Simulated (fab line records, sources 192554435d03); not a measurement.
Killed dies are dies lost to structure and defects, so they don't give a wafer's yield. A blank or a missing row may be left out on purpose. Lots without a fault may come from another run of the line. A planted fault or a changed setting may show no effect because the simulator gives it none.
fab line records | flow n5_finfet | part 1 of 2: steps 1 to 20 of 29
record lots=5 wafers=15 last_day=16
route steps=1938 shown PMOS_HMC_CHANNEL_EPI@69 FIN_SAQP@90
lots that met no fault: from a run of the same line without faults
start_h: hours from the record's first day to the start of the lot's first wafer shown | wait_h: hours since the lot's step before | " the same as in the row above | L1.1+2: a row that stands for several wafers | - no value, or no start given | * or withheld: withheld | < > ~ a bound
route shown NAME@n: a module of which the file shows steps, and the number in the route of the first | usual: mean/standard deviation of fault-free wafers | same: alike in all rows | chamber/n: place in a boat | sites: the reading at each site | _std_site: their standard deviation | _edge_site: outer sites' mean less inner sites' | radius_mm: how far each site lies from the wafer's centre | mask NAME#n: copy n | behind: the tool/chamber that last shaped the wafer | hold: why the lot was held/for how many hours/how that ended | device: the transistor (n, p or np) that didn't switch | end of line: the same wafers' tests at the end of the route | a step without rows: its recipe alone | killed: dies lost to structure and defects at the first sort, not the wafer's yield | map: a wafer's dies, x killed, . not, _ none there
set.NAME: the setting as run; set.NAME@STEP: as run at that earlier step | model.NAME: the simulator's own value behind a step, which no gauge read
lots at some steps of the route; a table a step, a row a wafer
services: from which hour (start_h, from the record's first day; less than 0 if before it) a tool's chamber was out of use, for how many hours, and why
## steps
# step N5_PMOS_HMC_CHANNEL_EPI_ETCH_32
# recipe chemistry=N2/H2 target=BARC stop_on=SiO2 target_depth_a=858 over_etch_frac=0.3 time_s=50.3 ion_energy_ev=200 mask_material=CAR-ArF-block pressure_mtorr=30 source_w=840 bias_w=150 n2_flow_sccm=200 h2_flow_sccm=200
# usual drypump_motor_current_A=5.9/0.46 h2_flow_sccm=200.0/0.56 oes_product_au=0.67/0.07 rf_vpp_V=524.3/2.2 showerhead_plenum_p_Torr=2.56/0.067 throttle_valve_pct=17.9/0.34
# columns lot.wafer tool chamber start_h wait_h drypump_motor_current_A h2_flow_sccm oes_product_au rf_hours_counter_h rf_vpp_V showerhead_plenum_p_Torr throttle_valve_pct
L075.3 rie_diel-06 0 23.87 0.0 6.1 200.3 0.76 27 523.5 2.61 17.9
L075.4 " 2 " " 5.4 200.0 0.69 110 525.3 2.57 18.2
L075.6 " 0 " " 6.1 201.2 0.77 - 526.2 2.61 18.0
L081.1 rie_diel-03 2 59.54 0.0 6.6 199.1 0.60 227 526.5 2.59 17.8
L081.2 " 3 " " 5.7 200.2 0.62 177 526.9 2.64 18.0
L081.5 " 2 " " 6.7 200.3 0.59 - 526.1 2.59 17.8
L083.1 rie_diel-02 3 71.53 0.0 5.3 200.3 0.77 16 522.0 2.49 17.5
L083.3 " 1 " " 6.7 199.7 0.72 60 524.6 2.58 17.5
L083.4 " 2 " " 6.1 199.8 0.61 219 522.5 2.55 18.6
L086.3 rie_diel-02 0 89.80 0.0 6.3 200.4 0.61 184 527.2 2.61 17.5
L086.4 " 3 " " 5.2 200.0 0.76 22 522.6 2.49 17.5
L086.5 " 1 " " 6.6 200.4 0.72 - 525.6 2.58 17.6
L091.1 rie_diel-02 3 119.60 0.0 5.3 199.9 0.75 31 523.4 2.49 17.5
L091.3 " 2 " " 6.1 199.6 0.60 234 522.7 2.54 18.6
L091.5 " 3 " " 5.2 199.6 0.75 - 522.1 2.49 17.5
# step N5_PMOS_HMC_CHANNEL_EPI_HM_OPEN_15
# recipe chemistry=CHF3/O2 target=SiO2 mask_material=CAR-ArF-block target_depth_a=406 CHF3_flow_sccm=50 O2_flow_sccm=5 Ar_flow_sccm=200 time_s=20.3 pressure_mtorr=30 source_w=650 bias_w=170 ion_energy_ev=200
# usual CHF3_flow_sccm=49.99/0.16 O2_flow_sccm=4.999/0.016 drypump_motor_current_A=5.9/0.46 oes_product_au=0.78/0.09 rf_vpp_V=531/17 showerhead_plenum_p_Torr=2.42/0.065 throttle_valve_pct=18.91/0.23
# columns lot.wafer tool chamber start_h wait_h CHF3_flow_sccm O2_flow_sccm drypump_motor_current_A oes_product_au rf_hours_counter_h rf_vpp_V showerhead_plenum_p_Torr throttle_valve_pct
L075.3 rie_diel-06 0 23.91 0.0 49.80 4.981 6.0 0.92 27 516 2.47 19.03
L075.4 " 2 " " 50.07 4.995 5.4 0.80 110 546 2.41 19.05
L075.6 " 0 " " 49.98 4.996 6.0 0.92 - 515 2.47 19.04
L081.1 rie_diel-03 2 59.58 0.0 49.84 5.009 6.6 0.68 227 542 2.48 19.06
L081.2 " 3 " " 49.71 4.980 5.8 0.70 177 533 2.50 19.05
L081.5 " 2 " " 49.99 5.002 6.6 0.68 - 543 2.48 19.07
L083.1 rie_diel-02 3 71.57 0.0 50.13 5.010 5.2 0.92 16 506 2.36 18.57
L083.3 " 1 " " 49.74 5.002 6.6 0.85 60 563 2.44 18.56
L083.4 " 2 " " 49.97 5.007 6.2 0.72 219 536 2.39 19.26
L086.3 rie_diel-02 0 89.84 0.0 50.16 4.985 6.2 0.70 184 516 2.51 18.70
L086.4 " 3 " " 49.87 4.983 5.3 0.90 22 505 2.36 18.61
L086.5 " 1 " " 50.05 4.992 6.6 0.85 - 564 2.43 18.57
L091.1 rie_diel-02 3 119.64 0.0 49.97 5.025 5.2 0.89 31 506 2.35 18.62
L091.3 " 2 " " 49.91 4.986 6.1 0.70 234 537 2.38 19.29
L091.5 " 3 " " 50.03 4.993 5.3 0.88 - 504 2.35 18.63
# step N5_PMOS_HMC_CHANNEL_EPI_STRIP_33
# recipe chemistry=N2/H2 power_w=500 temp_c=40 pressure_mtorr=50 rf_frequency_hz=6e+07 overash_fraction=0.3 bias_power_w=8 h2_frac=0.5 n2_flow_sccm=300 h2_flow_sccm=300
# usual drypump_motor_current_A=5.9/0.46 h2_flow_sccm=299.9/0.87 oes_product_au=0.78/0.086 rf_vpp_V=54.4/1.7 showerhead_plenum_p_Torr=3.38/0.085 throttle_valve_pct=18.9/0.53
# columns lot.wafer tool chamber start_h wait_h drypump_motor_current_A h2_flow_sccm oes_product_au rf_hours_counter_h rf_vpp_V showerhead_plenum_p_Torr throttle_valve_pct
L075.3 rie_diel-06 0 23.97 0.0 6.1 299.1 0.92 27 55.4 3.44 18.8
L075.4 " 2 " " 5.4 300.4 0.79 110 56.0 3.40 19.2
L075.6 " 0 " " 6.0 299.0 0.92 - 57.3 3.44 18.8
L081.1 rie_diel-03 2 59.64 0.0 6.6 300.5 0.68 227 52.0 3.42 18.5
L081.2 " 3 " " 5.7 298.8 0.72 177 53.0 3.48 19.1
L081.5 " 2 " " 6.6 300.8 0.68 - 55.1 3.42 18.5
L083.1 rie_diel-02 3 71.63 0.0 5.3 299.8 0.91 16 53.9 3.29 18.2
L083.3 " 1 " " 6.6 300.5 0.85 60 56.3 3.40 18.7
L083.4 " 2 " " 6.2 300.9 0.71 219 53.8 3.36 20.3
L086.3 rie_diel-02 0 89.90 0.0 6.3 301.0 0.71 184 55.8 3.45 18.4
L086.4 " 3 " " 5.2 299.3 0.92 22 53.9 3.29 18.2
L086.5 " 1 " " 6.7 299.4 0.84 - 54.4 3.40 18.6
L091.1 rie_diel-02 3 119.69 0.0 5.3 301.4 0.88 31 53.5 3.29 18.3
L091.3 " 2 " " 6.2 299.9 0.70 234 53.2 3.35 20.3
L091.5 " 3 " " 5.3 301.5 0.87 - 53.3 3.29 18.3
# step N5_PMOS_HMC_CHANNEL_EPI_STRIP_17
# recipe chemistry=SPM time_s=750 temp_c=130 h2so4_h2o2_vol_ratio=4 dry=ipa_marangoni
# usual bath_heat_duty_pct=14.5/1.3
# columns lot.wafer tool chamber start_h wait_h bath_heat_duty_pct
L075.3 wet_bench-06 7 24.04 - 15.3
L075.4 " 3 " " 15.5
L075.6 " 2 " " 16.0
L081.1 wet_bench-05 5 59.71 - 13.3
L081.2 " 2 " " 13.2
L081.5 " 6 " " 13.7
L083.1 wet_bench-05 5 71.69 - 13.3
L083.3 " 7 " " 14.6
L083.4 " 3 " " 14.4
L086.3 wet_bench-01 2 89.96 - 15.6
L086.4 " 3 " " 14.4
L086.5 " 1 " " 15.1
L091.1 wet_bench-05 7 119.76 - 14.5
L091.3 " 6 " " 13.2
L091.5 " 2 " " 14.5
# step N5_PMOS_HMC_CHANNEL_EPI_ETCH_38
# recipe chemistry=CF4 target=SiO2 target_depth_a=15 ion_energy_ev=350 pressure_mtorr=10 icp_w=800 bias_w=400 cf4_flow_sccm=80
# usual drypump_motor_current_A=5.7/0.36 oes_product_au=1.008/0.02 throttle_valve_pct=21.93/0.29
# columns lot.wafer tool chamber start_h wait_h drypump_motor_current_A oes_product_au rf_hours_counter_h throttle_valve_pct
L075.3 rie_si-05 3 24.27 0.0 5.8 1.000 125 22.10
L075.4 " 2 " " 5.1 1.004 - 21.76
L075.6 " 3 " " 5.9 0.988 - 22.09
L081.1 rie_si-04 2 59.94 0.0 6.0 1.034 193 21.72
L081.2 " 0 " " 5.5 1.013 162 21.70
L081.5 " 1 " " 6.5 1.017 - 22.26
L083.1 rie_si-04 3 71.95 0.0 5.8 0.967 114 22.14
L083.3 " 0 " " 5.5 1.008 162 21.73
L083.4 " 1 " " 6.5 1.011 159 22.25
L086.3 rie_si-02 3 90.20 0.0 5.4 1.007 26 21.47
L086.4 " 0 " " 5.4 1.030 35 22.54
L086.5 " 3 " " 5.4 1.023 - 21.47
L091.1 rie_si-05 0 120.00 0.0 6.0 1.018 51 21.96
L091.3 " 3 " " 5.8 1.008 127 22.10
L091.5 " 0 " " 5.9 1.021 - 21.95
# step N5_PMOS_HMC_CHANNEL_EPI_FIN_RECESS_16
# recipe chemistry=HBr/Cl2 target=Si mask_material=SiO2 target_depth_a=540 time_s=18 pressure_mtorr=10 icp_w=800 bias_w=75 HBr_flow_sccm=150 Cl2_flow_sccm=80
# usual drypump_motor_current_A=5.7/0.36 oes_product_au=1.004/0.019 throttle_valve_pct=35.5/0.35
# columns lot.wafer tool chamber start_h wait_h drypump_motor_current_A oes_product_au rf_hours_counter_h throttle_valve_pct
L075.3 rie_si-05 3 24.29 0.0 5.9 0.990 125 35.8
L075.4 " 2 " " 5.1 0.988 - 35.5
L075.6 " 3 " " 5.9 0.990 - 35.8
L081.1 rie_si-04 2 59.96 0.0 6.0 1.020 193 35.3
L081.2 " 0 " " 5.5 1.022 162 35.2
L081.5 " 1 " " 6.6 1.031 - 35.5
L083.1 rie_si-04 3 71.97 0.0 5.8 0.975 114 35.8
L083.3 " 0 " " 5.5 1.034 162 35.2
L083.4 " 1 " " 6.6 1.021 159 35.5
L086.3 rie_si-02 3 90.22 0.0 5.3 0.994 26 34.9
L086.4 " 0 " " 5.4 1.016 35 36.1
L086.5 " 3 " " 5.3 1.007 - 34.9
L091.1 rie_si-05 0 120.02 0.0 5.9 1.012 51 35.3
L091.3 " 3 " " 5.9 0.996 127 35.8
L091.5 " 0 " " 5.9 1.022 - 35.3
# step N5_PMOS_HMC_CHANNEL_EPI_PRECLEAN_36
# recipe chemistry=O3/DIW time_s=45 temp_c=22 o3_ppm=10
# usual bath_heat_duty_pct=2.3/0.42
# columns lot.wafer tool chamber start_h wait_h bath_heat_duty_pct
L075.3 wet_bench-06 7 24.39 0.1 2.5
L075.4 " 3 " " 3.4
L075.6 " 2 " " 2.8
L081.1 wet_bench-01 6 60.06 0.1 2.8
L081.2 " 3 " " 1.9
L081.5 " 1 " " 2.9
L083.1 wet_bench-06 0 72.07 0.1 2.1
L083.3 " 2 " " 2.2
L083.4 " 5 " " 2.4
L086.3 wet_bench-06 4 90.32 0.1 2.3
L086.4 " 7 " " 2.4
L086.5 " 6 " " 1.9
L091.1 wet_bench-06 0 120.12 0.1 3.0
L091.3 " 4 " " 2.0
L091.5 " 3 " " 2.6
# step N5_PMOS_HMC_CHANNEL_EPI_PRECLEAN_18
# recipe chemistry=DHF time_s=30 temp_c=25 dilution=withheld
# columns lot.wafer tool chamber start_h wait_h
L075.3+4+6 wet_bench-06 7,3,2 24.40 0.0
L081.1+2+5 wet_bench-01 6,3,1 60.08 0.0
L083.1+3+4 wet_bench-06 0,2,5 72.08 0.0
L086.3+4+5 wet_bench-06 4,7,6 90.33 0.0
L091.1+3+5 wet_bench-06 0,4,3 120.13 0.0
# step N5_PMOS_HMC_CHANNEL_EPI_SRD_19
# recipe dry=ipa_marangoni do_ppb=5 time_s=30 temp_c=23 rinse_liquid=diw
# usual bath_heat_duty_pct=3.6/0.53
# columns lot.wafer tool chamber start_h wait_h bath_heat_duty_pct
L075.3 wet_bench-06 7 24.41 0.0 4.6
L075.4 " 3 " " 3.8
L075.6 " 2 " " 3.2
L081.1 wet_bench-01 6 60.08 0.0 3.0
L081.2 " 3 " " 3.6
L081.5 " 1 " " 3.2
L083.1 wet_bench-06 0 72.09 0.0 3.5
L083.3 " 2 " " 3.3
L083.4 " 5 " " 5.1
L086.3 wet_bench-06 4 90.34 0.0 3.7
L086.4 " 7 " " 3.3
L086.5 " 6 " " 4.3
L091.1 wet_bench-06 0 120.14 0.0 3.6
L091.3 " 4 " " 3.4
L091.5 " 3 " " 3.9
# step N5_PMOS_HMC_CHANNEL_EPI_EPI_20
# recipe material=SiGe30 mask_material=SiO2 pressure_torr=20 target_thk_a=590 temp_c=600
# usual chamber_pressure_Torr=20.00/0.044
# columns lot.wafer tool chamber start_h wait_h chamber_pressure_Torr
L075.3 epi_rpcvd-03 0 24.86 0.4 20.04
L075.4 " 0 " " 20.02
L075.6 " 0 " " 20.04
L081.1 epi_rpcvd-01 0 60.13 0.0 19.97
L081.2 " 0 " " 20.02
L081.5 " 0 " " 20.07
L083.1 epi_rpcvd-01 0 72.14 0.0 19.97
L083.3 " 0 " " 20.01
L083.4 " 0 " " 19.97
L086.3 epi_rpcvd-02 0 90.79 0.4 19.94
L086.4 " 0 " " 19.96
L086.5 " 0 " " 20.02
L091.1 epi_rpcvd-01 0 120.19 0.0 20.07
L091.3 " 0 " " 20.06
L091.5 " 0 " " 19.99
# step N5_PMOS_HMC_CHANNEL_EPI_HM_STRIP_35
# recipe chemistry=dHF temp_c=25 material=SiO2 target=SiO2 target_depth_a=396 time_s=216
# usual bath_heat_duty_pct=6.2/0.67
# columns lot.wafer tool chamber start_h wait_h bath_heat_duty_pct
L075.3 wet_bench-06 0 25.77 0.7 6.0
L075.4 " 4 " " 4.8
L075.6 " 1 " " 5.5
L081.1 wet_bench-06 6 61.37 1.0 7.1
L081.2 " 7 " " 6.9
L081.5 " 2 " " 6.6
L083.1 wet_bench-06 1 73.37 1.0 5.8
L083.3 " 7 " " 6.9
L083.4 " 6 " " 6.2
L086.3 wet_bench-01 2 91.62 0.6 6.9
L086.4 " 3 " " 5.8
L086.5 " 0 " " 6.3
L091.1 wet_bench-01 3 121.42 1.0 5.9
L091.3 " 2 " " 6.7
L091.5 " 7 " " 6.2
# step N5_PMOS_HMC_CHANNEL_EPI_SRD_39
# recipe dry=ipa_marangoni time_s=30 temp_c=23 rinse_liquid=diw
# usual bath_heat_duty_pct=3.6/0.48
# columns lot.wafer tool chamber start_h wait_h bath_heat_duty_pct
L075.3 wet_bench-06 0 25.83 0.0 3.4
L075.4 " 4 " " 3.8
L075.6 " 1 " " 3.0
L081.1 wet_bench-06 6 61.43 0.0 3.8
L081.2 " 7 " " 4.4
L081.5 " 2 " " 3.8
L083.1 wet_bench-06 1 73.43 0.0 2.8
L083.3 " 7 " " 3.1
L083.4 " 6 " " 3.3
L086.3 wet_bench-01 2 91.69 0.0 4.1
L086.4 " 3 " " 3.0
L086.5 " 0 " " 3.2
L091.1 wet_bench-01 3 121.55 0.0 2.9
L091.3 " 2 " " 3.8
L091.5 " 7 " " 3.0
# step N5_PMOS_HMC_CHANNEL_EPI_CMP_21
# recipe material=SiGe30 post_cmp_clean=alkaline_brush target_thk_nm=54
# usual motor_current_A=12.2/1.3
# columns lot.wafer tool chamber start_h wait_h motor_current_A
L075.3 cmp-02 3 25.91 0.1 10.0
L075.4 " 0 " " 11.3
L075.6 " 3 " " 10.9
L081.1 cmp-01 2 61.47 0.0 12.8
L081.2 " 1 " " 11.4
L081.5 " 3 " " 12.7
L083.3 cmp-01 3 73.47 0.0 12.6
L083.1 " 1 " " 11.2
L083.4 " 2 " " 12.9
L086.4 cmp-01 3 91.76 0.1 12.9
L086.3 " 0 " " 13.6
L086.5 " 3 " " 12.7
L091.3 cmp-02 3 121.82 0.2 10.2
L091.1 " 1 " " 12.1
L091.5 " 3 " " 10.8
# step N5_PMOS_HMC_CHANNEL_EPI_THK_MEAS_22
# recipe reads=SiGe30_of_PMOS_HMC_CHANNEL_EPI_EPI_20
# usual HMC_CMP_THK=54.1/0.97
# columns lot.wafer tool chamber start_h wait_h HMC_CMP_THK[nm]
L075.3 film_metro-02 - 26.17 - 54.5
L075.4 " - " " 55.9
L075.6 " - " " 54.7
L081.1 film_metro-02 - 61.76 - 54.4
L081.2 " - " " 53.8
L081.5 " - " " 54.1
L083.1 film_metro-01 - 73.77 - 52.2
L083.3 " - " " 54.2
L083.4 " - " " 53.4
L086.3 film_metro-01 - 92.02 - 52.8
L086.4 " - " " 54.0
L086.5 " - " " 53.3
L091.1 film_metro-01 - 122.11 - 55.1
L091.3 " - " " 55.0
L091.5 " - " " 55.2
# step N5_PMOS_HMC_CHANNEL_EPI_PRECLEAN_40
# recipe chemistry=DHF time_s=30 temp_c=25 dilution=withheld
# columns lot.wafer tool chamber start_h wait_h
L075.3+4+6 wet_bench-05 4,5,3 26.20 0.0
L081.1+2+5 wet_bench-06 0,7,3 61.79 0.0
L083.1+3+4 wet_bench-01 1,2,4 73.80 0.0
L086.3+4+5 wet_bench-01 2,7,4 92.05 0.0
L091.1+3+5 wet_bench-01 7,6,0 122.14 0.0
# step N5_PMOS_HMC_CHANNEL_EPI_PRECLEAN_37
# recipe chemistry=O3/DIW time_s=45 temp_c=22 o3_ppm=10
# usual bath_heat_duty_pct=2.3/0.39
# columns lot.wafer tool chamber start_h wait_h bath_heat_duty_pct
L075.3 wet_bench-05 4 26.21 0.0 2.0
L075.4 " 5 " " 2.0
L075.6 " 3 " " 2.7
L081.1 wet_bench-06 0 61.80 0.0 2.5
L081.2 " 7 " " 2.1
L081.5 " 3 " " 2.2
L083.1 wet_bench-01 1 73.81 0.0 2.0
L083.3 " 2 " " 2.6
L083.4 " 4 " " 2.0
L086.3 wet_bench-01 2 92.06 0.0 2.5
L086.4 " 7 " " 2.3
L086.5 " 4 " " 1.7
L091.1 wet_bench-01 7 122.16 0.0 1.6
L091.3 " 6 " " 3.0
L091.5 " 0 " " 2.6
# step N5_PMOS_HMC_CHANNEL_EPI_PRECLEAN_24
# recipe chemistry=DHF time_s=30 temp_c=25 dilution=withheld
# columns lot.wafer tool chamber start_h wait_h
L075.3+4+6 wet_bench-05 4,5,3 26.22 0.0
L081.1+2+5 wet_bench-06 0,7,3 61.82 0.0
L083.1+3+4 wet_bench-01 1,2,4 73.82 0.0
L086.3+4+5 wet_bench-01 2,7,4 92.07 0.0
L091.1+3+5 wet_bench-01 7,6,0 122.19 0.0
# step N5_PMOS_HMC_CHANNEL_EPI_SRD_25
# recipe dry=ipa_marangoni do_ppb=5 time_s=30 temp_c=23 rinse_liquid=diw
# usual bath_heat_duty_pct=3.5/0.51
# columns lot.wafer tool chamber start_h wait_h bath_heat_duty_pct
L075.3 wet_bench-05 4 26.23 0.0 2.6
L075.4 " 5 " " 3.2
L075.6 " 3 " " 2.7
L081.1 wet_bench-06 0 61.82 0.0 3.9
L081.2 " 7 " " 4.1
L081.5 " 3 " " 3.2
L083.1 wet_bench-01 1 73.83 0.0 3.0
L083.3 " 2 " " 3.7
L083.4 " 4 " " 3.1
L086.3 wet_bench-01 2 92.08 0.0 3.5
L086.4 " 7 " " 3.0
L086.5 " 4 " " 3.2
L091.1 wet_bench-01 7 122.20 0.0 3.0
L091.3 " 6 " " 3.5
L091.5 " 0 " " 3.1
# step N5_PMOS_HMC_CHANNEL_EPI_EPI_26
# recipe material=Si target_thk_a=38 temp_c=650 precursor=SiH4/H2 pressure_torr=20 time_s=22.7
# usual chamber_pressure_Torr=20.00/0.047 throttle_valve_pct=10.94/0.24
# columns lot.wafer tool chamber start_h wait_h chamber_pressure_Torr throttle_valve_pct
L075.3 epi_rpcvd-02 0 26.38 0.1 20.00 10.59
L075.4 " 0 " " 19.93 10.84
L075.6 " 0 " " 20.00 10.66
L081.1 epi_rpcvd-02 0 61.87 0.0 20.01 10.75
L081.2 " 0 " " 19.98 10.68
L081.5 " 0 " " 20.07 11.02
L083.1 epi_rpcvd-02 0 73.88 0.0 19.94 10.78
L083.3 " 0 " " 20.00 10.88
L083.4 " 0 " " 19.98 10.51
L086.3 epi_rpcvd-03 0 92.23 0.1 20.02 11.28
L086.4 " 0 " " 19.96 11.22
L086.5 " 0 " " 20.00 11.14
L091.1 epi_rpcvd-03 0 122.27 0.0 19.97 11.35
L091.3 " 0 " " 20.01 11.11
L091.5 " 0 " " 20.01 11.20
# step N5_PMOS_HMC_CHANNEL_EPI_INSPECT_30
# recipe inspect_instrument=darkfield mode=post_epi
# usual raw_defect_count=19/6.9
# columns lot.wafer tool chamber start_h wait_h raw_defect_count
L075.3 defect_inspect-02 - 26.65 0.0 15
L075.4 " - " " 14
L075.6 " - " " 18
L081.1 defect_inspect-01 - 62.34 0.0 20
L081.2 " - " " 23
L081.5 " - " " 14
L083.1 defect_inspect-01 - 74.25 0.0 26
L083.3 " - " " 18
L083.4 " - " " 13
L086.3 defect_inspect-02 - 92.50 0.0 20
L086.4 " - " " 18
L086.5 " - " " 16
L091.1 defect_inspect-01 - 122.74 0.0 19
L091.3 " - " " 26
L091.5 " - " " 18
